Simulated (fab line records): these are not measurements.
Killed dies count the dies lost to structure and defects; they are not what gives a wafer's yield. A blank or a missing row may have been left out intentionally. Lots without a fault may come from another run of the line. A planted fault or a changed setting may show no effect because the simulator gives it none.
A lot that was struck, set against a sound lot + flow nand-harc + 25 steps out of a route of 1302
Sound: these wafers, L407.1, L407.3, L407.5. The struck wafers were L421.1, L421.4, L421.5. Last of all comes the cause.
Each step with rows lists, per side, the tool, then ch with its chambers, then its first start. Under that, the readings that differ: sound wafers + struck wafers + difference of the means + sigmas: that difference in standard deviations of wafers without a fault.
alike: readings whose means differ by less than 2 such deviations, and words and numbers that are the same on both sides. not compared: withheld readings, readings that some wafer has no value for, bounds like >300 that may hide the same value, and numbers for which the record gives no deviation and whose values overlap.
Wherever a step has rows on one side only, a row that says differs or no value, or a row with sigmas, the two part there. When numbers do not overlap yet have no deviation, they are printed without sigmas and do not part them. A reading missing from all wafers of one side parts the sides only when that side holds two or more wafers.

NHARC_A_CHANNEL_HOLE_D1_DESCUM_15: chemistry O2, time 3 s.
  sound on rie-diel-07 ch 0,3, day 9 22:05; struck on rie-diel-07 ch 1,2, day 15 15:19
| reading                     | sound       | struck      | difference | sigmas |
|-----------------------------|-------------|-------------|------------|--------|
| drypump-motor-current-A (A) | 5.2 5.4 5.2 | 6.4 6.3 6.3 | +1.1       | +2     |
  alike: oes-product-au, rf-vpp-V, showerhead-plenum-p-Torr, throttle-valve-pct
  not compared: rf-hours-counter-h
then, 2 steps without rows for these wafers: NHARC_A_CHANNEL_HOLE_D1_ETCH_38 (etches the open film in CF4, target depth 39 nm, time 65 s); NHARC_A_CHANNEL_HOLE_D1_ETCH_39 (etches the open film in N2/H2, target depth 260 nm, time 325 s).
NHARC_A_CHANNEL_HOLE_D1_ETCH_34: etches the open film in CF4/CHF3, target depth 154 nm, time 77 s.
  sound: rie-diel-07 ch 0,2; struck: rie-diel-07 ch 0,1,2
  alike: drypump-motor-current-A, oes-product-au, rf-vpp-V, showerhead-plenum-p-Torr, throttle-valve-pct
  not compared: rf-hours-counter-h
NHARC_A_CHANNEL_HOLE_D1_ETCH_16: etches the open film in O2/COS, target depth 3100 nm, time 806 s.
  sound: rie-diel-07 ch 1,2,3; struck: rie-diel-07 ch 0,1,2
  alike: drypump-motor-current-A, oes-product-au, rf-vpp-V, showerhead-plenum-p-Torr, throttle-valve-pct
  not compared: rf-hours-counter-h
NHARC_A_CHANNEL_HOLE_D1_CD_MEAS_18:
  struck on cd-sem-02, day 15 16:27; sound on cd-sem-01, day 9 23:12
  alike: cd-nm
then, 1 step without rows for these wafers: NHARC_A_CHANNEL_HOLE_D1_ETCH_19 (etches the open film in C4F8/O2/Ar, time 34.5 s).
NHARC_A_CHANNEL_HOLE_D1_ETCH_20: etches the open film in C4F8/O2/Ar, time 361.9 s, target depth 1600 nm.
  sound on har-etch-01 ch 0,1, day 9 23:28; struck on har-etch-02 ch 0,1, day 15 16:38
  alike: drypump-motor-current-A, showerhead-plenum-p-Torr, throttle-valve-pct
  not compared: rf-hours-counter-h
then, 4 steps without rows for these wafers: NHARC_A_CHANNEL_HOLE_D1_ETCH_21 (etches the open film in C4F8/O2/Ar, time 514.3 s, target depth 1600 nm); NHARC_A_CHANNEL_HOLE_D1_ETCH_22 (etches the open film in C4F8/O2/Ar, time 666.7 s, target depth 1600 nm); NHARC_A_CHANNEL_HOLE_D1_ETCH_23 (etches the open film in C4F8/O2/Ar, time 819 s, target depth 1600 nm); NHARC_A_CHANNEL_HOLE_D1_ETCH_24 (etches the open film in C4F8/O2/Ar, time 906.2 s, target depth 1500 nm).
NHARC_A_CHANNEL_HOLE_D1_ETCH_25: etches the open film in C4F8/O2/Ar, time 1040.2 s, target depth 1500 nm.
  sound on har-etch-01 ch 0,1, day 10 02:15; struck on har-etch-02 ch 0,1, day 15 19:26
  alike: drypump-motor-current-A, showerhead-plenum-p-Torr, throttle-valve-pct
  not compared: rf-hours-counter-h
then, 1 step without rows for these wafers: NHARC_A_CHANNEL_HOLE_D1_ETCH_26 (etches the open film in C4F8/O2/Ar, time 224.1 s, target depth 300 nm).
NHARC_A_CHANNEL_HOLE_D1_ETCH_33: etches the open film in C4F8/O2/Ar, time 90 s, target depth 400 nm.
  sound on har-etch-01 ch 0,1, day 10 03:19; struck on har-etch-02 ch 0,1, day 15 20:31
  alike: drypump-motor-current-A, showerhead-plenum-p-Torr, throttle-valve-pct
  not compared: rf-hours-counter-h
then, 3 steps without rows for these wafers: NHARC_A_CHANNEL_HOLE_D1_STRIP_41 (strips in N2/H2); NHARC_A_CHANNEL_HOLE_D1_STRIP_42 (strips in CF4/CHF3); NHARC_A_CHANNEL_HOLE_D1_STRIP_43 (strips in O2/COS).
NHARC_A_CHANNEL_HOLE_D1_ETCH_44: etches the open film in CF4/O2, target depth 140 nm, overetch 14 nm, time 77 s.
  sound on rie-diel-07 ch 2,3, day 10 04:04; struck on rie-diel-07 ch 0,1,3, day 15 21:16
  alike: drypump-motor-current-A, oes_f_703_au, oes-product-au, rf-vpp-V, showerhead-plenum-p-Torr, throttle-valve-pct
  not compared: rf-hours-counter-h, model.A_CHANNEL_HOLE_D1.cd-nm
then, 3 steps without rows for these wafers: NHARC_A_CHANNEL_HOLE_D1_STRIP_27 (strips in O2); NHARC_A_CHANNEL_HOLE_D1_PRECLEAN_28 (cleans in SC1); NHARC_A_CHANNEL_HOLE_D1_SRD_29.
NHARC_A_CHANNEL_HOLE_D1_CD_MEAS_30:
  struck on cd-sem-01, day 15 22:03; sound on cd-sem-02, day 10 04:52
  alike: cd-nm
NHARC_A_CHANNEL_HOLE_D1_XSEM_31:
  sound on xsem-01 ch 0, day 10 04:58; struck on xsem-02 ch 0, day 15 22:08
  alike: bot-cd-nm, bow-nm, tilt-deg
NHARC_A_CHANNEL_HOLE_D1_INSPECT_40:
  struck on defect-inspect-02, day 15 22:14; sound on defect-inspect-01, day 10 05:04
  alike: raw-defect-count

WHERE THEY PART
Only at NHARC_A_CHANNEL_HOLE_D1_DESCUM_15, as far as this record shows. Later steps at which nothing parts them and some readings are alike: NHARC_A_CHANNEL_HOLE_D1_ETCH_34, NHARC_A_CHANNEL_HOLE_D1_ETCH_16, NHARC_A_CHANNEL_HOLE_D1_CD_MEAS_18, NHARC_A_CHANNEL_HOLE_D1_ETCH_20, NHARC_A_CHANNEL_HOLE_D1_ETCH_25, NHARC_A_CHANNEL_HOLE_D1_ETCH_33, NHARC_A_CHANNEL_HOLE_D1_ETCH_44, NHARC_A_CHANNEL_HOLE_D1_CD_MEAS_30, NHARC_A_CHANNEL_HOLE_D1_XSEM_31, NHARC_A_CHANNEL_HOLE_D1_INSPECT_40.

WHY: what had been put in by the simulator
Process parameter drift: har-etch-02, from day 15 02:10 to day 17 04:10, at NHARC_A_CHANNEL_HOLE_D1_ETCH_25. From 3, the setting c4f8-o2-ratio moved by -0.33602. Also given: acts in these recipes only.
